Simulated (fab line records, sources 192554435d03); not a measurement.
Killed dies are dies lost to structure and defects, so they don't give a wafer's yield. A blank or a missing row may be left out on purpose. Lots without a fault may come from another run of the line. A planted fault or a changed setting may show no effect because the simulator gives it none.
Which tool did it? | flow n5_finfet | 8 lots, 24 wafers sampled, at 5 steps of a route of 1938

WHAT THE GAUGES READ, wafer by wafer
N5_BEOL_M4_RC_MEAS_101. Usual: DIBL_N 36.6 mV/V, standard deviation 1.9; DIBL_P 36.7 mV/V, standard deviation 2.2; IOFF_N 0.16 nA/um, standard deviation 0.035; IOFF_P 0.22 nA/um, standard deviation 0.038; ION_N 672 uA/um, standard deviation 14; ION_P 462 uA/um, standard deviation 8.3; SS_N 71.6 mV/dec, standard deviation 0.65; SS_P 73.5 mV/dec, standard deviation 0.72; VT_N 250 mV, standard deviation 3.5; VT_P -250 mV, standard deviation 3.1.
lot  | measured     | on        | DIBL_N (mV/V)  | DIBL_P (mV/V)  | IOFF_N (nA/um) | IOFF_P (nA/um) | ION_N (uA/um) | ION_P (uA/um) | SS_N (mV/dec)  | SS_P (mV/dec)  | VT_N (mV)   | VT_P (mV)      | flag
L112 | day 9 15:41  | prober-02 | 36.5 34.4 33.4 | 36.7 34.7 32.6 | 0.15 0.12 0.11 | 0.19 0.16 0.14 | 653 667 650   | 448 453 442   | 71.6 71.0 70.7 | 73.3 72.7 71.6 | 254 254 257 | -258 -257 -257 |
L113 | day 10 06:55 | prober-02 | 35.6 37.4 34.8 | 35.6 37.6 36.4 | 0.12 0.16 0.13 | 0.20 0.22 0.21 | 653 651 661   | 462 448 462   | 71.6 72.3 70.8 | 72.9 73.5 73.2 | 255 252 253 | -250 -251 -248 |
L114 | day 10 10:27 | prober-02 | 35.9 37.2 36.9 | 36.8 37.1 37.2 | 0.17 0.17 0.16 | 0.24 0.22 0.23 | 691 664 670   | 476 455 462   | 71.0 72.0 72.5 | 73.7 74.0 74.4 | 249 251 252 | -249 -249 -249 |
L121 | day 12 08:23 | prober-01 | 35.5 33.3 35.3 | 35.2 32.9 34.6 | 0.13 0.11 0.14 | 0.18 0.16 0.18 | 650 656 665   | 451 459 452   | 71.8 70.9 71.5 | 73.1 72.7 73.1 | 252 254 253 | -251 -254 -251 |
L122 | day 12 15:44 | prober-02 | 34.9 36.9 36.8 | 35.8 37.6 38.6 | 0.13 0.18 0.17 | 0.18 0.22 0.24 | 671 673 672   | 456 454 463   | 72.0 72.6 71.8 | 73.1 73.7 73.5 | 253 250 249 | -253 -250 -248 |
L127 | day 13 09:16 | prober-02 | 40.8 35.1 36.6 | 42.0 35.6 36.8 | 0.26 0.14 0.16 | 0.32 0.21 0.21 | 692 663 676   | 467 457 462   | 72.9 71.1 71.7 | 74.4 73.1 73.4 | 245 251 250 | -245 -249 -251 |
L129 | day 14 14:19 | prober-02 | 38.1 35.2 35.7 | 37.1 34.2 34.4 | 0.19 0.14 0.14 | 0.25 0.19 0.21 | 669 680 678   | 458 466 474   | 71.4 71.2 71.6 | 73.8 72.6 73.6 | 249 251 249 | -248 -250 -248 |
L131 | day 14 16:10 | prober-01 | 37.0 36.8 38.7 | 38.4 38.0 39.6 | 0.17 0.17 0.20 | 0.22 0.24 0.26 | 674 676 694   | 467 459 470   | 71.4 72.2 72.2 | 73.3 74.1 73.6 | 251 248 249 | -250 -248 -248 |

WHICH TOOL RAN EACH LOT (tool, then ch and the chambers of the sampled wafers, then the start)
lot  | N5_BEOL_M4_ETCH_77                 | N5_BEOL_M4_ETCH_69                 | N5_BEOL_M4_VIA_ETCH_34             | N5_BEOL_M4_STRIP_97
L112 | rie_diel-04 ch 0,2, day 9 02:56    | rie_diel-04 ch 0,2, day 9 02:57    | rie_diel-04 ch 1,3, day 9 10:00    | rie_diel-04 ch 1,3, day 9 15:41 or earlier
L113 | rie_diel-02 ch 1,2,3, day 9 07:14  | rie_diel-02 ch 1,2,3, day 9 07:16  | rie_diel-02 ch 2,3, day 10 02:44   | rie_diel-02 ch 2,3, day 10 06:55 or earlier
L114 | rie_diel-04 ch 1,3, day 9 23:48    | rie_diel-04 ch 1,3, day 9 23:49    | rie_diel-02 ch 1,2,3, day 10 05:52 | rie_diel-02 ch 1,2,3, day 10 10:27 or earlier
L121 | rie_diel-05 ch 0,2,3, day 11 05:20 | rie_diel-05 ch 0,2,3, day 11 05:22 | rie_diel-02 ch 0,2,3, day 12 01:23 | rie_diel-02 ch 0,2,3, day 12 08:23 or earlier
L122 | rie_diel-04 ch 1,2,3, day 11 18:58 | rie_diel-04 ch 1,2,3, day 11 18:59 | rie_diel-02 ch 0,2,3, day 12 09:49 | rie_diel-02 ch 0,2,3, day 12 15:44 or earlier
L127 | rie_diel-04 ch 0,1,2, day 13 01:02 | rie_diel-04 ch 0,1,2, day 13 01:03 | rie_diel-05 ch 1,2,3, day 13 04:20 | rie_diel-05 ch 1,2,3, day 13 09:16 or earlier
L129 | rie_diel-05 ch 1,3, day 14 03:46   | rie_diel-05 ch 1,3, day 14 03:47   | rie_diel-04 ch 1,2, day 14 09:51   | rie_diel-04 ch 1,2, day 14 14:19 or earlier
L131 | rie_diel-04 ch 0,1,3, day 14 07:53 | rie_diel-04 ch 0,1,3, day 14 07:54 | rie_diel-04 ch 0,3, day 14 11:02   | rie_diel-04 ch 0,3, day 14 16:10 or earlier
- N5_BEOL_M4_ETCH_77: etches underlayer in N2/H2, target depth 6.5 nm, time 5.2 s.
- N5_BEOL_M4_ETCH_69: etches SiARC in CF4, target depth 15.6 nm, time 26 s.
- N5_BEOL_M4_VIA_ETCH_34: etches the open film in C4F6/O2, target depth 69.4 nm, time 65.9 s.
- N5_BEOL_M4_STRIP_97: strips in N2/H2, time 10 s.

WHAT THE TOOLS THEMSELVES READ (means of the sampled wafers that have a number; where no wafer has one, the mark that the record gives instead)
N5_BEOL_M4_ETCH_77. Usual: drypump_motor_current_A 5.8 A, standard deviation 0.38; etch_rf_on_time_s 5.31 s, standard deviation 0.15; oes_product_au 0.62 a.u., standard deviation 0.062; rf_fwd_power_W 819.0 W, standard deviation 2.9; rf_vpp_V 523.9 V, standard deviation 3; showerhead_plenum_p_Torr 2.54 Torr, standard deviation 0.096; throttle_valve_pct 18.0 %, standard deviation 0.31.
lot  | tool        | drypump_motor_current_A (A) | etch_rf_on_time_s (s) | oes_product_au (a.u.) | rf_fwd_power_W (W) | rf_vpp_V (V) | showerhead_plenum_p_Torr (Torr) | throttle_valve_pct (%) | flag
L112 | rie_diel-04 | 5.8                         | 5.23                  | 0.66                  | 816.2              | 521.1        | 2.44                            | 17.5                   |
L113 | rie_diel-02 | 5.7                         | 5.20                  | 0.64                  | 818.1              | 527.7        | 2.62                            | 18.0                   |
L114 | rie_diel-04 | 5.4                         | 5.48                  | 0.58                  | 818.5              | 526.3        | 2.63                            | 18.3                   |
L121 | rie_diel-05 | 5.7                         | 5.35                  | 0.60                  | 818.5              | 522.7        | 2.56                            | 18.0                   |
L122 | rie_diel-04 | 5.7                         | 5.38                  | 0.59                  | 820.4              | 523.3        | 2.56                            | 18.2                   |
L127 | rie_diel-04 | 5.7                         | 5.37                  | 0.61                  | 820.7              | 522.8        | 2.49                            | 17.9                   |
L129 | rie_diel-05 | 6.4                         | 5.09                  | 0.72                  | 816.7              | 526.8        | 2.63                            | 17.8                   |
L131 | rie_diel-04 | 5.5                         | 5.33                  | 0.74                  | 820.9              | 525.7        | 2.55                            | 17.8                   |

N5_BEOL_M4_ETCH_69. Usual: drypump_motor_current_A 5.7 A, standard deviation 0.38; etch_rf_on_time_s 26.6 s, standard deviation 0.74; oes_product_au 0.62 a.u., standard deviation 0.061; rf_fwd_power_W 532.9 W, standard deviation 2.6; rf_vpp_V 184.0 V, standard deviation 1.3; showerhead_plenum_p_Torr 2.14 Torr, standard deviation 0.075; throttle_valve_pct 15.73 %, standard deviation 0.28.
lot  | tool        | drypump_motor_current_A (A) | etch_rf_on_time_s (s) | oes_product_au (a.u.) | rf_fwd_power_W (W) | rf_vpp_V (V) | showerhead_plenum_p_Torr (Torr) | throttle_valve_pct (%) | flag
L112 | rie_diel-04 | 5.7                         | 26.4                  | 0.65                  | 531.5              | 183.0        | 2.07                            | 15.39                  |
L113 | rie_diel-02 | 5.7                         | 26.1                  | 0.63                  | 531.4              | 184.7        | 2.19                            | 15.70                  |
L114 | rie_diel-04 | 5.4                         | 27.4                  | 0.58                  | 534.0              | 184.5        | 2.21                            | 16.07                  |
L121 | rie_diel-05 | 5.7                         | 26.7                  | 0.60                  | 533.2              | 183.8        | 2.15                            | 15.79                  |
L122 | rie_diel-04 | 5.7                         | 26.6                  | 0.59                  | 533.0              | 184.4        | 2.14                            | 15.91                  |
L127 | rie_diel-04 | 5.6                         | 26.7                  | 0.61                  | 531.5              | 183.0        | 2.10                            | 15.69                  |
L129 | rie_diel-05 | 6.4                         | 25.8                  | 0.72                  | 530.3              | 184.8        | 2.22                            | 15.59                  |
L131 | rie_diel-04 | 5.6                         | 26.6                  | 0.74                  | 533.3              | 185.2        | 2.15                            | 15.59                  |

N5_BEOL_M4_VIA_ETCH_34. Usual: drypump_motor_current_A 5.7 A, standard deviation 0.44; oes_f_703_au 0.75 a.u., standard deviation 0.081; oes_o_777_au 0.75 a.u., standard deviation 0.082; oes_product_au 0.75 a.u., standard deviation 0.085; rf_fwd_power_W 347.6 W, standard deviation 1.2; rf_vpp_V 668 V, standard deviation 13; showerhead_plenum_p_Torr 2.86 Torr, standard deviation 0.1; throttle_valve_pct 30.77 %, standard deviation 0.3.
lot  | tool        | drypump_motor_current_A (A) | oes_f_703_au (a.u.) | oes_o_777_au (a.u.) | oes_product_au (a.u.) | rf_fwd_power_W (W) | rf_vpp_V (V) | showerhead_plenum_p_Torr (Torr) | throttle_valve_pct (%) | flag
L112 | rie_diel-04 | 5.4                         | 0.69                | 0.70                | 0.70                  | 348.3              | 669          | 2.94                            | 31.12                  |
L113 | rie_diel-02 | 5.9                         | 0.79                | 0.80                | 0.78                  | 346.1              | 684          | 2.93                            | 30.65                  |
L114 | rie_diel-02 | 5.7                         | 0.74                | 0.74                | 0.74                  | 347.7              | 677          | 2.90                            | 30.69                  |
L121 | rie_diel-02 | 5.7                         | 1.02                | 1.02                | 0.85                  | 431.3              | 616          | 2.93                            | 30.63                  | OFF
L122 | rie_diel-02 | 5.7                         | 1.02                | 1.01                | 0.85                  | 430.0              | 616          | 2.93                            | 30.64                  | OFF
L127 | rie_diel-05 | 6.0                         | 0.77                | 0.77                | 0.79                  | 347.7              | 672          | 2.92                            | 30.81                  |
L129 | rie_diel-04 | 5.6                         | 0.85                | 0.85                | 0.86                  | 347.0              | 665          | 2.85                            | 31.16                  |
L131 | rie_diel-04 | 5.6                         | 0.79                | 0.80                | 0.80                  | 347.5              | 650          | 2.79                            | 30.62                  |

N5_BEOL_M4_STRIP_97. Usual: drypump_motor_current_A 5.7 A, standard deviation 0.44; oes_product_au 0.75 a.u., standard deviation 0.083; rf_vpp_V 59.1 V, standard deviation 0.88; showerhead_plenum_p_Torr 2.56 Torr, standard deviation 0.099; temp_c 39.99 C, standard deviation 0.12; throttle_valve_pct 23.71 %, standard deviation 0.3.
lot  | tool        | drypump_motor_current_A (A) | oes_product_au (a.u.) | rf_vpp_V (V) | showerhead_plenum_p_Torr (Torr) | temp_c (C) | throttle_valve_pct (%) | flag
L112 | rie_diel-04 | 5.4                         | 0.70                  | 59.4         | 2.62                            | 40.18      | 23.95                  |
L113 | rie_diel-02 | 5.9                         | 0.78                  | 60.1         | 2.63                            | 39.98      | 23.66                  |
L114 | rie_diel-02 | 5.7                         | 0.75                  | 58.7         | 2.61                            | 40.05      | 23.75                  |
L121 | rie_diel-02 | 5.7                         | 0.81                  | 58.6         | 2.63                            | 40.02      | 23.58                  |
L122 | rie_diel-02 | 5.7                         | 0.80                  | 59.0         | 2.63                            | 40.02      | 23.58                  |
L127 | rie_diel-05 | 6.0                         | 0.79                  | 58.6         | 2.61                            | 39.94      | 23.70                  |
L129 | rie_diel-04 | 5.6                         | 0.87                  | 59.8         | 2.54                            | 40.00      | 23.88                  |
L131 | rie_diel-04 | 5.6                         | 0.80                  | 58.3         | 2.49                            | 39.94      | 23.41                  |

THE ANSWER, worked out from the rows above alone
Rule: a lot is off if the mean of its wafers that have a number lies more than 3 standard deviations from the usual mean. A lot without any number at a reading at which 4 lots or more have one is off too. The other lots that the step has rows for count as sound. The gauges are gone through in route order, then the tools' own readings, and for those a lot's mean is taken as printed above. The first step at which some lot is off is used, and at that step the reading that is off furthest; a lot without a number counts as furthest.
Off: L121, L122, at N5_BEOL_M4_VIA_ETCH_34 (rf_fwd_power_W).
A tool fits if, at that step or a process step before it, it ran every lot that is off, and no sound lot after the first of them. One fits: rie_diel-02 at N5_BEOL_M4_VIA_ETCH_34. Its last sound lot is L114 (day 10 05:52), its first lot that is off L121 (day 12 01:23): a fault that began between those two fits.
The tool's own readings at N5_BEOL_M4_VIA_ETCH_34 bear it out: on the lots that are off they differ by more than 5 times the standard deviation of the sound lots' means. oes_f_703_au reads 1.02 a.u. there against 0.77 a.u. on the sound lots; rf_fwd_power_W reads 430.6 W there against 347.4 W on the sound lots; rf_vpp_V reads 616 V there against 670 V on the sound lots.

WHAT THE SIMULATOR HAD PUT IN
Process parameter drift: rie_diel-02, from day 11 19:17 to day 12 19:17, at N5_BEOL_M4_VIA_ETCH_34. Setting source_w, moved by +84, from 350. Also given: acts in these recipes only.
Lots struck among those shown: L121, L122. The rule above found the same.
